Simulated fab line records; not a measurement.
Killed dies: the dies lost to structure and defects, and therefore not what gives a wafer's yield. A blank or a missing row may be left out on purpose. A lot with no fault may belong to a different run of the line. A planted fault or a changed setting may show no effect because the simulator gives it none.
Which of the tools did it? + flow n5_finfet + 27 wafers from 9 lots sampled at 5 of the route's 1938 steps

WHAT THE GAUGES READ, wafer by wafer
N5_FIN_CUT_INSPECT_10: inspects for defects (brightfield). Usual: 44 for raw_defect_count, sd 12.
| lot  | measured    | on                | raw_defect_count | flag |
|------|-------------|-------------------|------------------|------|
| L465 | day 3 09:19 | defect_inspect-01 | 28 40 33         |      |
| L472 | day 5 02:53 | defect_inspect-01 | 16 43 27         |      |
| L475 | day 5 21:13 | defect_inspect-01 | 40 27 49         |      |
| L478 | day 6 15:20 | defect_inspect-02 | 47 67 65         |      |
| L479 | day 6 21:08 | defect_inspect-02 | 72 44 48         |      |
| L480 | day 7 02:13 | defect_inspect-02 | 53 78 70         |      |
| L481 | day 7 10:01 | defect_inspect-02 | 36 45 50         |      |
| L482 | day 7 15:51 | defect_inspect-01 | 26 26 29         |      |
| L483 | day 7 21:39 | defect_inspect-01 | 27 39 40         |      |

N5_BEOL_M4_RC_MEAS_101. Usual: DIBL_N 36.0 mV/V, standard deviation 1.8; DIBL_P 36.3 mV/V, standard deviation 2.4; IOFF_N 0.16 nA/um, standard deviation 0.035; IOFF_P 0.21 nA/um, standard deviation 0.036; ION_N 673 uA/um, standard deviation 13; ION_P 461 uA/um, standard deviation 7.2; SS_N 71.4 mV/dec, standard deviation 0.6; SS_P 73.2 mV/dec, standard deviation 0.7; VT_N 250 mV, standard deviation 4; VT_P -250.9 mV, standard deviation 2.9.
| lot  | measured     | on        | DIBL_N (mV/V)  | DIBL_P (mV/V)  | IOFF_N (nA/um) | IOFF_P (nA/um) | ION_N (uA/um) | ION_P (uA/um) | SS_N (mV/dec)  | SS_P (mV/dec)  | VT_N (mV)   | VT_P (mV)            | flag |
|------|--------------|-----------|----------------|----------------|----------------|----------------|---------------|---------------|----------------|----------------|-------------|----------------------|------|
| L465 | day 10 02:00 | prober-02 | 32.7 34.2 35.7 | 32.6 34.1 37.3 | 0.10 0.12 0.15 | 0.14 0.16 0.20 | 643 663 692   | 446 453 471   | 70.0 71.5 71.5 | 71.9 72.7 73.3 | 259 255 248 | -257.7 -254.1 -249.6 |      |
| L472 | day 11 08:05 | prober-01 | 35.0 38.4 38.7 | 33.1 38.1 39.4 | 0.12 0.20 0.20 | 0.16 0.23 0.25 | 660 671 673   | 450 455 459   | 70.9 72.2 71.8 | 73.1 73.1 74.1 | 254 248 248 | -254.4 -248.3 -248.3 |      |
| L475 | day 12 00:50 | prober-02 | 37.1 34.1 35.4 | 38.8 35.2 36.9 | 0.18 0.12 0.13 | 0.21 0.16 0.17 | 677 658 653   | 459 452 448   | 71.9 70.2 71.9 | 73.7 72.8 72.6 | 249 256 256 | -252.9 -257.1 -255.8 |      |
| L478 | day 12 22:46 | prober-01 | 37.1 35.1 37.7 | 38.5 35.2 38.7 | 0.16 0.12 0.17 | 0.23 0.20 0.24 | 678 664 680   | 465 463 470   | 71.7 71.3 71.9 | 73.3 72.1 73.4 | 251 257 250 | -248.7 -251.2 -249.4 |      |
| L479 | day 12 17:22 | prober-01 | 39.2 34.6 35.4 | 40.2 35.4 35.4 | 0.21 0.13 0.13 | 0.26 0.18 0.19 | 685 673 662   | 468 462 455   | 71.6 71.3 71.5 | 74.1 73.0 73.3 | 246 254 254 | -249.3 -252.8 -252.0 |      |
| L480 | day 12 22:59 | prober-02 | 36.0 33.0 37.4 | 35.9 32.7 36.6 | 0.15 0.11 0.16 | 0.20 0.16 0.21 | 675 668 667   | 461 459 457   | 71.1 70.9 71.4 | 74.0 73.1 73.7 | 252 253 253 | -250.9 -252.0 -251.4 |      |
| L481 | day 14 04:22 | prober-01 | 36.3 36.6 35.2 | 34.9 36.3 33.6 | 0.15 0.15 0.13 | 0.20 0.22 0.17 | 679 671 661   | 465 459 450   | 71.5 70.9 71.0 | 73.1 73.6 71.9 | 246 249 250 | -251.2 -251.9 -253.3 |      |
| L482 | day 14 07:43 | prober-02 | 37.5 37.7 36.6 | 39.3 39.7 38.0 | 0.18 0.18 0.16 | 0.24 0.25 0.23 | 691 680 685   | 475 471 474   | 71.0 72.0 71.1 | 73.8 74.1 73.4 | 246 247 246 | -246.5 -247.2 -248.1 |      |
| L483 | day 14 06:26 | prober-01 | 37.2 37.9 39.3 | 37.1 36.6 38.0 | 0.16 0.16 0.20 | 0.21 0.21 0.25 | 673 681 687   | 457 461 464   | 71.4 72.1 72.2 | 73.4 74.0 73.7 | 250 250 247 | -252.4 -252.9 -246.7 |      |

EACH LOT AND THE TOOL THAT RAN IT (in order: tool; ch and the chambers of the sampled wafers; start)
| lot  | N5_FIN_CUT_ETCH_30                | N5_FIN_CUT_STRIP_24               | N5_FIN_CUT_CUT_ETCH_26            |
|------|-----------------------------------|-----------------------------------|-----------------------------------|
| L465 | rie_diel-03 ch 1,2,3, day 3 09:31 | rie_diel-03 ch 1,2,3, day 3 09:54 | rie_diel-03 ch 1,2,3, day 3 09:55 |
| L472 | rie_diel-02 ch 0,1,2, day 5 02:57 | rie_diel-02 ch 0,1,2, day 5 03:20 | rie_diel-02 ch 0,1,2, day 5 03:21 |
| L475 | rie_diel-04 ch 0,1,2, day 5 21:17 | rie_diel-04 ch 0,1,2, day 5 21:40 | rie_diel-04 ch 0,1,2, day 5 21:42 |
| L478 | rie_diel-04 ch 2,3, day 6 15:25   | rie_diel-04 ch 2,3, day 6 15:47   | rie_diel-04 ch 2,3, day 6 15:49   |
| L479 | rie_diel-03 ch 2,3, day 6 21:37   | rie_diel-03 ch 2,3, day 6 21:59   | rie_diel-03 ch 2,3, day 6 22:01   |
| L480 | rie_diel-03 ch 1,2, day 7 02:20   | rie_diel-03 ch 1,2, day 7 02:43   | rie_diel-03 ch 1,2, day 7 02:44   |
| L481 | rie_diel-03 ch 1,3, day 7 10:20   | rie_diel-03 ch 1,3, day 7 10:43   | rie_diel-03 ch 1,3, day 7 10:44   |
| L482 | rie_diel-04 ch 0,2, day 7 15:55   | rie_diel-04 ch 0,2, day 7 16:18   | rie_diel-04 ch 0,2, day 7 16:19   |
| L483 | rie_diel-03 ch 0,1,2, day 7 21:43 | rie_diel-03 ch 0,1,2, day 7 22:07 | rie_diel-03 ch 0,1,2, day 7 22:08 |
- N5_FIN_CUT_ETCH_30: etches underlayer in N2/H2, target depth 13 nm, time 10.4 s.
- N5_FIN_CUT_STRIP_24: strips in CF4.
- N5_FIN_CUT_CUT_ETCH_26: etches SiNx in CH3F/O2, target depth 39 nm, time 55.7 s.

AS READ BY THE TOOLS THEMSELVES (means over the sampled wafers that have a number; for cases with no such wafer, the mark the record gives instead)
N5_FIN_CUT_ETCH_30. Usual: drypump_motor_current_A 5.8 A, standard deviation 0.34; etch_rf_on_time_s 10.43 s, standard deviation 0.19; oes_product_au 0.66 a.u., standard deviation 0.059; rf_vpp_V 523.9 V, standard deviation 2.4; showerhead_plenum_p_Torr 2.54 Torr, standard deviation 0.086; throttle_valve_pct 17.85 %, standard deviation 0.2.
| lot  | tool        | drypump_motor_current_A (A) | etch_rf_on_time_s (s) | oes_product_au (a.u.) | rf_vpp_V (V) | showerhead_plenum_p_Torr (Torr) | throttle_valve_pct (%) | flag |
|------|-------------|-----------------------------|-----------------------|-----------------------|--------------|---------------------------------|------------------------|------|
| L465 | rie_diel-03 | 5.8                         | 9.27                  | 0.72                  | 524.3        | 2.56                            | 17.78                  | OFF  |
| L472 | rie_diel-02 | 5.9                         | 10.52                 | 0.62                  | 524.3        | 2.57                            | 18.01                  |      |
| L475 | rie_diel-04 | 5.5                         | 10.50                 | 0.62                  | 523.7        | 2.53                            | 17.97                  |      |
| L478 | rie_diel-04 | 6.1                         | 10.55                 | 0.71                  | 526.9        | 2.64                            | 17.83                  |      |
| L479 | rie_diel-03 | 5.7                         | 10.56                 | 0.63                  | 524.4        | 2.58                            | 17.90                  |      |
| L480 | rie_diel-03 | 5.8                         | 10.19                 | 0.67                  | 522.8        | 2.52                            | 17.75                  |      |
| L481 | rie_diel-03 | 5.7                         | 10.17                 | 0.66                  | 525.2        | 2.58                            | 17.70                  |      |
| L482 | rie_diel-04 | 5.7                         | 10.50                 | 0.62                  | 523.0        | 2.49                            | 17.87                  |      |
| L483 | rie_diel-03 | 5.9                         | 10.49                 | 0.69                  | 522.3        | 2.49                            | 17.75                  |      |

N5_FIN_CUT_STRIP_24. Usual: drypump_motor_current_A 5.8 A, standard deviation 0.34; oes_product_au 0.77 a.u., standard deviation 0.065; rf_vpp_V 271.0 V, standard deviation 1.5; showerhead_plenum_p_Torr 1.79 Torr, standard deviation 0.055; throttle_valve_pct 13.55 %, standard deviation 0.19.
| lot  | tool        | drypump_motor_current_A (A) | oes_product_au (a.u.) | rf_vpp_V (V) | showerhead_plenum_p_Torr (Torr) | throttle_valve_pct (%) | flag |
|------|-------------|-----------------------------|-----------------------|--------------|---------------------------------|------------------------|------|
| L465 | rie_diel-03 | 5.8                         | 0.77                  | 271.5        | 1.80                            | 13.50                  |      |
| L472 | rie_diel-02 | 6.0                         | 0.72                  | 271.7        | 1.80                            | 13.67                  |      |
| L475 | rie_diel-04 | 5.5                         | 0.71                  | 270.9        | 1.77                            | 13.64                  |      |
| L478 | rie_diel-04 | 6.1                         | 0.83                  | 272.4        | 1.86                            | 13.52                  |      |
| L479 | rie_diel-03 | 5.7                         | 0.73                  | 270.7        | 1.82                            | 13.68                  |      |
| L480 | rie_diel-03 | 5.8                         | 0.77                  | 270.7        | 1.77                            | 13.46                  |      |
| L481 | rie_diel-03 | 5.6                         | 0.75                  | 271.5        | 1.81                            | 13.46                  |      |
| L482 | rie_diel-04 | 5.7                         | 0.72                  | 271.6        | 1.76                            | 13.66                  |      |
| L483 | rie_diel-03 | 5.9                         | 0.79                  | 269.8        | 1.75                            | 13.44                  |      |

N5_FIN_CUT_CUT_ETCH_26. Usual: CH3F_flow_sccm 29.99 sccm, standard deviation 0.087; drypump_motor_current_A 5.8 A, standard deviation 0.34; oes_product_au 0.77 a.u., standard deviation 0.069; rf_vpp_V 298 V, standard deviation 5.6; showerhead_plenum_p_Torr 2.00 Torr, standard deviation 0.068; throttle_valve_pct 16.37 %, standard deviation 0.16.
| lot  | tool        | CH3F_flow_sccm (sccm) | drypump_motor_current_A (A) | oes_product_au (a.u.) | rf_vpp_V (V) | showerhead_plenum_p_Torr (Torr) | throttle_valve_pct (%) | flag |
|------|-------------|-----------------------|-----------------------------|-----------------------|--------------|---------------------------------|------------------------|------|
| L465 | rie_diel-03 | 29.96                 | 5.7                         | 0.78                  | 299          | 2.01                            | 16.29                  |      |
| L472 | rie_diel-02 | 29.96                 | 6.0                         | 0.72                  | 298          | 2.02                            | 16.53                  |      |
| L475 | rie_diel-04 | 30.07                 | 5.5                         | 0.71                  | 295          | 2.00                            | 16.50                  |      |
| L478 | rie_diel-04 | 29.99                 | 6.1                         | 0.83                  | 293          | 2.10                            | 16.37                  |      |
| L479 | rie_diel-03 | 30.07                 | 5.7                         | 0.74                  | 294          | 2.02                            | 16.37                  |      |
| L480 | rie_diel-03 | 29.84                 | 5.8                         | 0.78                  | 302          | 1.98                            | 16.27                  |      |
| L481 | rie_diel-03 | 29.98                 | 5.6                         | 0.76                  | 301          | 2.04                            | 16.29                  |      |
| L482 | rie_diel-04 | 29.91                 | 5.7                         | 0.72                  | 292          | 1.97                            | 16.47                  |      |
| L483 | rie_diel-03 | 29.99                 | 5.9                         | 0.80                  | 304          | 1.96                            | 16.26                  |      |

THE ANSWER, worked out from the rows above alone
Rule: lot off if the mean of its wafers having a number is beyond 3 standard deviations from the usual mean. A lot without any number at a reading at which 4 lots or more have one is off too. All remaining lots with rows at the step are treated as sound. Order of review: gauges by route order, followed by the tools' own readings, for which a lot's mean as printed above is used. At the first step where some lot is off, the reading lying furthest off is the one used; lots without a number count as furthest.
Off at N5_FIN_CUT_ETCH_30 (etch_rf_on_time_s): L465.
If a tool, at that step or one of the process steps before it, ran each lot that is off and ran no sound lot following the first of them, it fits. None of those tried fits.

WHAT THE SIMULATOR HAD PUT IN
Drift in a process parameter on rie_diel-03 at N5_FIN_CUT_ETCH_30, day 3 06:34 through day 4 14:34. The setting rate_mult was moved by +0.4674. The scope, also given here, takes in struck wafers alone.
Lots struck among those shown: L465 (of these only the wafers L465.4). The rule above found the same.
